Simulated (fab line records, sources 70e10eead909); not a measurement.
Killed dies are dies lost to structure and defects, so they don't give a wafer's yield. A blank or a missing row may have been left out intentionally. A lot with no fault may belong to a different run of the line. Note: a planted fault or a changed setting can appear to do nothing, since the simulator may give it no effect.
Which tool did it? | flow nand-harc | 69 wafers from 23 lots sampled at 6 of the route's 1159 steps

## WHAT THE GAUGES READ, wafer by wafer
The record holds no reading of a measuring or inspecting step that can be judged against a usual standard deviation.

## EACH LOT AND THE TOOL THAT RAN IT (in order: tool; ch and the chambers of the sampled wafers; start)
lot  | NHARC_A_STAIRCASE_ETCH_188                    | NHARC_A_STAIRCASE_TRIM_191                    | NHARC_A_STAIRCASE_TRIM_200                    | NHARC_A_STAIRCASE_TRIM_220         | NHARC_A_STAIRCASE_ETCH_227     | NHARC_A_STAIRCASE_TRIM_233
L078 | rie-diel-05 ch 0,2,3, day 13 19:47 or earlier | rie-diel-05 ch 0,2,3, day 13 19:47 or earlier | rie-diel-05 ch 0,2, day 13 19:47 or earlier   | rie-diel-04 ch 1,2,3, day 13 19:47 | rie-diel-04 ch 1,2,3, no start | rie-diel-04 ch 0,2,3, no start
L077 | rie-diel-05 ch 0,2,3, day 13 20:32 or earlier | rie-diel-05 ch 2,3, day 13 20:32 or earlier   | rie-diel-11 ch 0,1,3, day 13 20:32 or earlier | rie-diel-11 ch 0,2,3, day 13 20:32 | rie-diel-11 ch 2,3, no start   | rie-diel-04 ch 0,3, no start
L074 | rie-diel-05 ch 0,1,2, day 13 23:33 or earlier | rie-diel-05 ch 0,1,3, day 13 23:33 or earlier | rie-diel-04 ch 2,3, day 13 23:33 or earlier   | rie-diel-04 ch 0,1, day 13 23:33   | rie-diel-04 ch 0,2,3, no start | rie-diel-05 ch 0,3, no start
L076 | rie-diel-11 ch 0,2, day 14 04:41 or earlier   | rie-diel-11 ch 0,3, day 14 04:41 or earlier   | rie-diel-04 ch 1,2,3, day 14 04:41 or earlier | rie-diel-11 ch 1,3, day 14 04:41   | rie-diel-11 ch 0,2, no start   | rie-diel-11 ch 0,1,3, no start
L075 | rie-diel-04 ch 0,2,3, day 14 05:28 or earlier | rie-diel-04 ch 0,1, day 14 05:28 or earlier   | rie-diel-04 ch 0,1, day 14 05:28 or earlier   | rie-diel-05 ch 0,1,3, day 14 05:28 | rie-diel-05 ch 0,1,3, no start | rie-diel-05 ch 0,3, no start
L080 | rie-diel-05 ch 0,1,3, day 14 11:05 or earlier | rie-diel-05 ch 0,1,2, day 14 11:05 or earlier | rie-diel-04 ch 0,1,2, day 14 11:05 or earlier | rie-diel-04 ch 0,1,2, day 14 11:05 | rie-diel-04 ch 0,2,3, no start | rie-diel-11 ch 0,1,2, no start
L079 | rie-diel-05 ch 0,2,3, day 14 11:12 or earlier | rie-diel-05 ch 0,1,2, day 14 11:12 or earlier | rie-diel-05 ch 1,2,3, day 14 11:12 or earlier | rie-diel-05 ch 0,1,3, day 14 11:12 | rie-diel-05 ch 0,1, no start   | rie-diel-11 ch 0,1,3, no start
L082 | rie-diel-04 ch 0,2,3, day 14 11:44 or earlier | rie-diel-04 ch 1,2, day 14 11:44 or earlier   | rie-diel-11 ch 1,2,3, day 14 11:44 or earlier | rie-diel-11 ch 0,2,3, day 14 11:44 | rie-diel-11 ch 0,2,3, no start | rie-diel-04 ch 0,1,3, no start
L081 | rie-diel-11 ch 0,2,3, day 14 15:10 or earlier | rie-diel-11 ch 0,3, day 14 15:10 or earlier   | rie-diel-11 ch 0,3, day 14 15:10 or earlier   | rie-diel-04 ch 0,1,3, day 14 15:10 | rie-diel-04 ch 1,2,3, no start | rie-diel-11 ch 1,2, no start
L083 | rie-diel-04 ch 0,2,3, day 14 16:10 or earlier | rie-diel-04 ch 2,3, day 14 16:10 or earlier   | rie-diel-11 ch 1,3, day 14 16:10 or earlier   | rie-diel-05 ch 1,2,3, day 14 16:10 | rie-diel-05 ch 0,1,2, no start | rie-diel-04 ch 2,3, no start
L085 | rie-diel-11 ch 2,3, day 14 21:43 or earlier   | rie-diel-11 ch 1,2, day 14 21:43 or earlier   | rie-diel-05 ch 1,2,3, day 14 21:43 or earlier | rie-diel-05 ch 1,2,3, day 14 21:43 | rie-diel-05 ch 0,1,3, no start | rie-diel-11 ch 0,1,2, no start
L087 | rie-diel-04 ch 0,1,3, day 14 21:28 or earlier | rie-diel-04 ch 0,1,2, day 14 21:28 or earlier | rie-diel-04 ch 0,1,2, day 14 21:28 or earlier | rie-diel-05 ch 0,2,3, day 14 21:28 | rie-diel-05 ch 2,3, no start   | rie-diel-05 ch 0,2,3, no start
L086 | rie-diel-04 ch 0,2,3, day 15 05:58 or earlier | rie-diel-04 ch 0,1,3, day 15 05:58 or earlier | rie-diel-11 ch 1,3, day 15 05:58 or earlier   | rie-diel-11 ch 0,2,3, day 15 05:58 | rie-diel-11 ch 0,1,3, no start | rie-diel-11 ch 1,2, no start
L089 | rie-diel-05 ch 0,2,3, day 15 05:48 or earlier | rie-diel-05 ch 1,3, day 15 05:48 or earlier   | rie-diel-04 ch 1,2,3, day 15 05:48 or earlier | rie-diel-11 ch 0,2,3, day 15 05:48 | rie-diel-11 ch 0,2,3, no start | rie-diel-11 ch 1,3, no start
L088 | rie-diel-04 ch 0,2,3, day 15 05:42 or earlier | rie-diel-04 ch 1,2,3, day 15 05:42 or earlier | rie-diel-11 ch 0,1,3, day 15 05:42 or earlier | rie-diel-04 ch 0,1,3, day 15 05:42 | rie-diel-04 ch 0,1,2, no start | rie-diel-04 ch 0,1,2, no start
L090 | rie-diel-11 ch 0,2,3, day 15 15:25 or earlier | rie-diel-11 ch 1,2,3, day 15 15:25 or earlier | rie-diel-11 ch 1,3, day 15 15:25 or earlier   | rie-diel-11 ch 0,1,3, day 15 15:25 | rie-diel-11 ch 2,3, no start   | rie-diel-05 ch 0,2, no start
L091 | rie-diel-11 ch 1,2, day 15 16:02 or earlier   | rie-diel-11 ch 0,1,2, day 15 16:02 or earlier | rie-diel-11 ch 0,2,3, day 15 16:02 or earlier | rie-diel-05 ch 1,2, day 15 16:02   | rie-diel-05 ch 0,2,3, no start | rie-diel-05 ch 0,1, no start
L092 | rie-diel-11 ch 0,1,2, day 15 16:22 or earlier | rie-diel-11 ch 0,1,2, day 15 16:22 or earlier | rie-diel-11 ch 0,2,3, day 15 16:22 or earlier | rie-diel-04 ch 0,1,2, day 15 16:22 | rie-diel-04 ch 1,2,3, no start | rie-diel-11 ch 2,3, no start
L093 | rie-diel-04 ch 2,3, day 15 21:46 or earlier   | rie-diel-04 ch 0,3, day 15 21:46 or earlier   | rie-diel-04 ch 0,2, day 15 21:46 or earlier   | rie-diel-04 ch 2,3, day 15 21:46   | rie-diel-04 ch 1,2, no start   | rie-diel-11 ch 0,2, no start
L095 | rie-diel-05 ch 1,2,3, day 15 22:29 or earlier | rie-diel-05 ch 0,1, day 15 22:29 or earlier   | rie-diel-04 ch 0,2, day 15 22:29 or earlier   | rie-diel-11 ch 1,2, day 15 22:29   | rie-diel-11 ch 0,2, no start   | rie-diel-05 ch 0,1, no start
L094 | rie-diel-04 ch 0,1,3, day 15 23:34 or earlier | rie-diel-04 ch 0,1,3, day 15 23:34 or earlier | rie-diel-11 ch 0,1, day 15 23:34 or earlier   | rie-diel-04 ch 0,1,3, day 15 23:34 | rie-diel-04 ch 0,3, no start   | rie-diel-04 ch 0,1, no start
L096 | rie-diel-05 ch 1,2,3, day 16 20:26 or earlier | rie-diel-05 ch 0,1,2, day 16 20:26 or earlier | rie-diel-05 ch 0,2,3, day 16 20:26 or earlier | rie-diel-04 ch 0,1,3, day 16 20:26 | rie-diel-04 ch 0,1, no start   | rie-diel-04 ch 1,2, no start
L097 | rie-diel-05 ch 1,2,3, day 16 23:32 or earlier | rie-diel-05 ch 2,3, day 16 23:32 or earlier   | rie-diel-11 ch 1,3, day 16 23:32 or earlier   | rie-diel-11 ch 1,2, day 16 23:32   | rie-diel-11 ch 0,3, no start   | rie-diel-11 ch 0,1,3, no start
- NHARC_A_STAIRCASE_ETCH_188: etches the open film in C4F8/O2, target depth 100 nm, time 40.5 s.
- NHARC_A_STAIRCASE_TRIM_191: chemistry O2, time 211.2 s.
- NHARC_A_STAIRCASE_TRIM_200: chemistry O2, time 211.2 s.
- NHARC_A_STAIRCASE_TRIM_220: chemistry O2, time 211.2 s.
- NHARC_A_STAIRCASE_ETCH_227: etches the open film in C4F8/O2, target depth 100 nm, time 40.5 s.
- NHARC_A_STAIRCASE_TRIM_233: chemistry O2, time 211.2 s.

## WHAT THE TOOLS THEMSELVES READ (means of the sampled wafers that have a number; where no wafer has one, the mark that the record gives instead)
NHARC_A_STAIRCASE_ETCH_188. Usual: oes-product-au 0.930 a.u., standard deviation 0.013; rf-vpp-V 897 V, standard deviation 4.9.
lot  | tool        | oes-product-au (a.u.) | rf-vpp-V (V) | flag
L078 | rie-diel-05 | 0.926                 | 896          |
L077 | rie-diel-05 | 0.919                 | 897          |
L074 | rie-diel-05 | 0.923                 | 897          |
L076 | rie-diel-11 | 0.937                 | 894          |
L075 | rie-diel-04 | 0.934                 | 897          |
L080 | rie-diel-05 | 0.934                 | 893          |
L079 | rie-diel-05 | 0.926                 | 896          |
L082 | rie-diel-04 | 0.936                 | 898          |
L081 | rie-diel-11 | 0.924                 | 897          |
L083 | rie-diel-04 | 0.929                 | 898          |
L085 | rie-diel-11 | 0.923                 | 895          |
L087 | rie-diel-04 | 0.926                 | 897          |
L086 | rie-diel-04 | 0.936                 | 898          |
L089 | rie-diel-05 | 0.930                 | 896          |
L088 | rie-diel-04 | 0.925                 | 898          |
L090 | rie-diel-11 | 0.922                 | 897          |
L091 | rie-diel-11 | 0.905                 | 892          |
L092 | rie-diel-11 | 0.919                 | 898          |
L093 | rie-diel-04 | 0.929                 | 900          |
L095 | rie-diel-05 | 0.958                 | 895          |
L094 | rie-diel-04 | 0.937                 | 898          |
L096 | rie-diel-05 | 0.927                 | 895          |
L097 | rie-diel-05 | 0.955                 | 894          |

NHARC_A_STAIRCASE_TRIM_191. Usual: drypump-motor-current-A 5.8 A, standard deviation 0.49; oes-product-au 1.000 a.u., standard deviation 0.0093; rf-vpp-V 57.8 V, standard deviation 0.86; showerhead-plenum-p-Torr 3.56 Torr, standard deviation 0.13; throttle-valve-pct 17.036 %, standard deviation 0.01.
lot  | tool        | drypump-motor-current-A (A) | oes-product-au (a.u.) | rf-vpp-V (V) | showerhead-plenum-p-Torr (Torr) | throttle-valve-pct (%) | flag
L078 | rie-diel-05 | 5.7                         | 0.992                 | 57.4         | 3.54                            | 17.037                 |
L077 | rie-diel-05 | 6.1                         | 0.996                 | 58.1         | 3.58                            | 17.034                 |
L074 | rie-diel-05 | 5.6                         | 1.001                 | 57.7         | 3.47                            | 17.047                 |
L076 | rie-diel-11 | 5.8                         | 1.007                 | 58.4         | 3.73                            | 17.031                 |
L075 | rie-diel-04 | 5.7                         | 1.003                 | 57.1         | 3.53                            | 17.037                 |
L080 | rie-diel-05 | 5.9                         | 0.999                 | 58.5         | 3.56                            | 17.038                 |
L079 | rie-diel-05 | 6.0                         | 1.008                 | 57.8         | 3.56                            | 17.030                 |
L082 | rie-diel-04 | 6.1                         | 1.011                 | 58.2         | 3.58                            | 17.031                 |
L081 | rie-diel-11 | 5.8                         | 1.006                 | 58.5         | 3.72                            | 17.037                 |
L083 | rie-diel-04 | 5.5                         | 0.980                 | 57.6         | 3.71                            | 17.043                 |
L085 | rie-diel-11 | 5.9                         | 0.995                 | 58.2         | 3.53                            | 17.024                 |
L087 | rie-diel-04 | 6.1                         | 1.007                 | 56.6         | 3.52                            | 17.042                 |
L086 | rie-diel-04 | 5.6                         | 0.990                 | 57.6         | 3.58                            | 17.036                 |
L089 | rie-diel-05 | 5.9                         | 1.009                 | 56.9         | 3.44                            | 17.042                 |
L088 | rie-diel-04 | 5.7                         | 1.001                 | 57.9         | 3.64                            | 17.040                 |
L090 | rie-diel-11 | 5.7                         | 0.995                 | 57.1         | 3.51                            | 17.035                 |
L091 | rie-diel-11 | 5.9                         | 0.993                 | 58.1         | 3.57                            | 17.032                 |
L092 | rie-diel-11 | 6.0                         | 1.002                 | 58.0         | 3.57                            | 17.041                 |
L093 | rie-diel-04 | 6.0                         | 1.009                 | 57.6         | 3.51                            | 17.032                 |
L095 | rie-diel-05 | 5.8                         | 1.001                 | 57.6         | 3.49                            | 17.024                 |
L094 | rie-diel-04 | 5.6                         | 1.001                 | 57.1         | 3.58                            | 17.046                 |
L096 | rie-diel-05 | 5.9                         | 0.994                 | 57.1         | 3.54                            | 17.049                 |
L097 | rie-diel-05 | 6.1                         | 0.999                 | 58.3         | 3.56                            | 17.040                 |

NHARC_A_STAIRCASE_TRIM_200. Usual: drypump-motor-current-A 5.8 A, standard deviation 0.46; oes-product-au 0.999 a.u., standard deviation 0.0091; rf-vpp-V 57.7 V, standard deviation 0.81; showerhead-plenum-p-Torr 3.57 Torr, standard deviation 0.15; throttle-valve-pct 17.036 %, standard deviation 0.0095.
lot  | tool        | drypump-motor-current-A (A) | oes-product-au (a.u.) | rf-vpp-V (V) | showerhead-plenum-p-Torr (Torr) | throttle-valve-pct (%) | flag
L078 | rie-diel-05 | 5.7                         | 0.996                 | 57.3         | 3.59                            | 17.037                 |
L077 | rie-diel-11 | 5.7                         | 0.999                 | 57.4         | 3.68                            | 17.040                 |
L074 | rie-diel-04 | 5.5                         | 0.996                 | 57.4         | 3.71                            | 17.044                 |
L076 | rie-diel-04 | 5.7                         | 0.998                 | 57.4         | 3.65                            | 17.036                 |
L075 | rie-diel-04 | 6.1                         | 1.004                 | 57.9         | 3.47                            | 17.035                 |
L080 | rie-diel-04 | 6.1                         | 0.999                 | 57.7         | 3.52                            | 17.036                 |
L079 | rie-diel-05 | 6.0                         | 1.003                 | 57.8         | 3.50                            | 17.048                 |
L082 | rie-diel-11 | 5.7                         | 0.997                 | 58.4         | 3.52                            | 17.037                 |
L081 | rie-diel-11 | 5.6                         | 0.997                 | 58.5         | 3.66                            | 17.031                 |
L083 | rie-diel-11 | 5.5                         | 0.997                 | 57.7         | 3.61                            | 17.036                 |
L085 | rie-diel-05 | 6.0                         | 1.005                 | 57.3         | 3.50                            | 17.035                 |
L087 | rie-diel-04 | 6.1                         | 1.000                 | 57.9         | 3.52                            | 17.035                 |
L086 | rie-diel-11 | 5.6                         | 1.003                 | 57.3         | 3.62                            | 17.028                 |
L089 | rie-diel-04 | 5.6                         | 1.007                 | 58.2         | 3.64                            | 17.046                 |
L088 | rie-diel-11 | 5.8                         | 1.011                 | 57.8         | 3.67                            | 17.033                 |
L090 | rie-diel-11 | 5.6                         | 0.993                 | 57.9         | 3.61                            | 17.040                 |
L091 | rie-diel-11 | 5.7                         | 0.992                 | 57.8         | 3.55                            | 17.037                 |
L092 | rie-diel-11 | 5.8                         | 0.994                 | 58.4         | 3.55                            | 17.031                 |
L093 | rie-diel-04 | 6.4                         | 1.005                 | 58.3         | 3.51                            | 17.031                 |
L095 | rie-diel-04 | 6.4                         | 1.001                 | 58.1         | 3.45                            | 17.041                 |
L094 | rie-diel-11 | 6.0                         | 1.005                 | 58.2         | 3.72                            | 17.035                 |
L096 | rie-diel-05 | 5.8                         | 0.995                 | 57.3         | 3.52                            | 17.038                 |
L097 | rie-diel-11 | 5.5                         | 0.988                 | 58.5         | 3.60                            | 17.040                 |

NHARC_A_STAIRCASE_TRIM_220. Usual: drypump-motor-current-A 5.8 A, standard deviation 0.48; oes-product-au 0.999 a.u., standard deviation 0.0097; rf-vpp-V 57.8 V, standard deviation 0.93; showerhead-plenum-p-Torr 3.57 Torr, standard deviation 0.15; throttle-valve-pct 17.036 %, standard deviation 0.0091.
lot  | tool        | drypump-motor-current-A (A) | oes-product-au (a.u.) | rf-vpp-V (V) | showerhead-plenum-p-Torr (Torr) | throttle-valve-pct (%) | flag
L078 | rie-diel-04 | 5.7                         | 0.997                 | 58.7         | 3.65                            | 17.038                 |
L077 | rie-diel-11 | 5.8                         | 0.994                 | 58.0         | 3.57                            | 17.032                 |
L074 | rie-diel-04 | 5.7                         | 1.004                 | 58.5         | 3.53                            | 17.034                 |
L076 | rie-diel-11 | 5.5                         | 0.997                 | 58.1         | 3.61                            | 17.038                 |
L075 | rie-diel-05 | 5.6                         | 0.998                 | 58.8         | 3.47                            | 17.038                 |
L080 | rie-diel-04 | 6.1                         | 1.002                 | 58.2         | 3.52                            | 17.033                 |
L079 | rie-diel-05 | 5.6                         | 1.008                 | 57.9         | 3.47                            | 17.044                 |
L082 | rie-diel-11 | 5.8                         | 1.001                 | 58.1         | 3.56                            | 17.045                 |
L081 | rie-diel-04 | 5.6                         | 0.998                 | 57.0         | 3.59                            | 17.038                 |
L083 | rie-diel-05 | 6.0                         | 1.005                 | 57.6         | 3.50                            | 17.022                 |
L085 | rie-diel-05 | 6.0                         | 1.009                 | 57.5         | 3.50                            | 17.041                 |
L087 | rie-diel-05 | 5.8                         | 1.002                 | 57.5         | 3.53                            | 17.036                 |
L086 | rie-diel-11 | 5.7                         | 0.981                 | 57.7         | 3.56                            | 17.043                 |
L089 | rie-diel-11 | 5.8                         | 0.988                 | 57.5         | 3.56                            | 17.047                 |
L088 | rie-diel-04 | 5.6                         | 0.999                 | 58.6         | 3.58                            | 17.033                 |
L090 | rie-diel-11 | 5.8                         | 1.003                 | 57.1         | 3.66                            | 17.038                 |
L091 | rie-diel-05 | 6.4                         | 0.999                 | 57.4         | 3.59                            | 17.038                 |
L092 | rie-diel-04 | 6.1                         | 1.005                 | 58.1         | 3.51                            | 17.037                 |
L093 | rie-diel-04 | 5.6                         | 0.992                 | 58.0         | 3.70                            | 17.026                 |
L095 | rie-diel-11 | 5.9                         | 0.991                 | 57.4         | 3.41                            | 17.026                 |
L094 | rie-diel-04 | 5.7                         | 1.000                 | 57.5         | 3.58                            | 17.037                 |
L096 | rie-diel-04 | 5.7                         | 1.004                 | 57.5         | 3.57                            | 17.035                 |
L097 | rie-diel-11 | 5.8                         | 0.989                 | 57.7         | 3.41                            | 17.039                 |

NHARC_A_STAIRCASE_ETCH_227. Usual: oes-product-au 0.937 a.u., standard deviation 0.012; rf-vpp-V 897 V, standard deviation 5.5.
lot  | tool        | oes-product-au (a.u.) | rf-vpp-V (V) | flag
L078 | rie-diel-04 | 0.940                 | 900          |
L077 | rie-diel-11 | 0.920                 | 891          |
L074 | rie-diel-04 | 0.932                 | 898          |
L076 | rie-diel-11 | 0.926                 | 894          |
L075 | rie-diel-05 | 0.945                 | 894          |
L080 | rie-diel-04 | 0.938                 | 898          |
L079 | rie-diel-05 | 0.944                 | 895          |
L082 | rie-diel-11 | 0.925                 | 897          |
L081 | rie-diel-04 | 0.932                 | 900          |
L083 | rie-diel-05 | 0.940                 | 898          |
L085 | rie-diel-05 | 0.941                 | 893          |
L087 | rie-diel-05 | 0.934                 | 897          |
L086 | rie-diel-11 | 0.923                 | 901          |
L089 | rie-diel-11 | 0.916                 | 897          |
L088 | rie-diel-04 | 0.941                 | 896          |
L090 | rie-diel-11 | 0.920                 | 891          |
L091 | rie-diel-05 | 0.939                 | 896          |
L092 | rie-diel-04 | 0.950                 | 900          |
L093 | rie-diel-04 | 0.943                 | 898          |
L095 | rie-diel-11 | 0.929                 | 894          |
L094 | rie-diel-04 | 0.948                 | 895          |
L096 | rie-diel-04 | 0.945                 | 893          |
L097 | rie-diel-11 | 0.925                 | 900          |

NHARC_A_STAIRCASE_TRIM_233. Usual: drypump-motor-current-A 5.8 A, standard deviation 0.45; oes-product-au 0.999 a.u., standard deviation 0.0096; rf-vpp-V 57.9 V, standard deviation 0.92; showerhead-plenum-p-Torr 3.55 Torr, standard deviation 0.15; throttle-valve-pct 17.036 %, standard deviation 0.0092.
lot  | tool        | drypump-motor-current-A (A) | oes-product-au (a.u.) | rf-vpp-V (V) | showerhead-plenum-p-Torr (Torr) | throttle-valve-pct (%) | flag
L078 | rie-diel-04 | 6.0                         | 1.002                 | 57.9         | 3.59                            | 17.045                 |
L077 | rie-diel-04 | 6.0                         | 1.000                 | 59.0         | 3.53                            | 17.032                 |
L074 | rie-diel-05 | 5.4                         | 1.002                 | 57.8         | 3.45                            | 17.030                 |
L076 | rie-diel-11 | 5.7                         | 1.004                 | 58.0         | 3.67                            | 17.039                 |
L075 | rie-diel-05 | 5.4                         | 1.000                 | 57.8         | 3.50                            | 17.029                 |
L080 | rie-diel-11 | 6.0                         | 1.000                 | 58.6         | 3.58                            | 17.037                 |
L079 | rie-diel-11 | 5.8                         | 1.007                 | 57.6         | 3.67                            | 17.030                 |
L082 | rie-diel-04 | 5.6                         | 0.998                 | 59.0         | 3.59                            | 17.033                 |
L081 | rie-diel-11 | 5.9                         | 0.996                 | 58.3         | 3.42                            | 17.047                 |
L083 | rie-diel-04 | 6.0                         | 1.002                 | 56.7         | 3.64                            | 17.035                 |
L085 | rie-diel-11 | 6.0                         | 1.001                 | 57.4         | 3.58                            | 17.042                 |
L087 | rie-diel-05 | 5.7                         | 0.999                 | 58.1         | 3.53                            | 17.042                 |
L086 | rie-diel-11 | 5.9                         | 0.992                 | 56.8         | 3.42                            | 17.039                 |
L089 | rie-diel-11 | 5.5                         | 1.001                 | 58.3         | 3.60                            | 17.038                 |
L088 | rie-diel-04 | 6.1                         | 1.012                 | 58.4         | 3.51                            | 17.047                 |
L090 | rie-diel-05 | 6.0                         | 0.993                 | 58.2         | 3.62                            | 17.034                 |
L091 | rie-diel-05 | 5.8                         | 0.999                 | 57.7         | 3.49                            | 17.031                 |
L092 | rie-diel-11 | 5.7                         | 0.985                 | 56.8         | 3.39                            | 17.033                 |
L093 | rie-diel-11 | 6.0                         | 0.996                 | 57.5         | 3.46                            | 17.034                 |
L095 | rie-diel-05 | 5.8                         | 1.001                 | 57.4         | 3.49                            | 17.037                 |
L094 | rie-diel-04 | 6.1                         | 1.009                 | 57.9         | 3.45                            | 17.034                 |
L096 | rie-diel-04 | 5.8                         | 1.005                 | 57.6         | 3.57                            | 17.034                 |
L097 | rie-diel-11 | 5.7                         | 0.991                 | 58.2         | 3.66                            | 17.029                 |

## THE ANSWER, worked out from the rows above alone
Rule: take the mean of a lot's wafers that have a number; if it is more than 3 standard deviations from the usual mean, the lot is off. Also off: a lot with no number at a reading for which 4 or more lots have one. Where the step has rows for the other lots, those lots are counted as sound. After the gauges, taken in route order, come the tools' own readings; for these a lot's mean is taken, as printed above. The first step at which some lot is off is used, and at that step the reading that is off furthest; a lot without a number counts as furthest.
Across all readings shown, no lot is off: no conclusion can be drawn from this.

## WHAT THE SIMULATOR PUT IN
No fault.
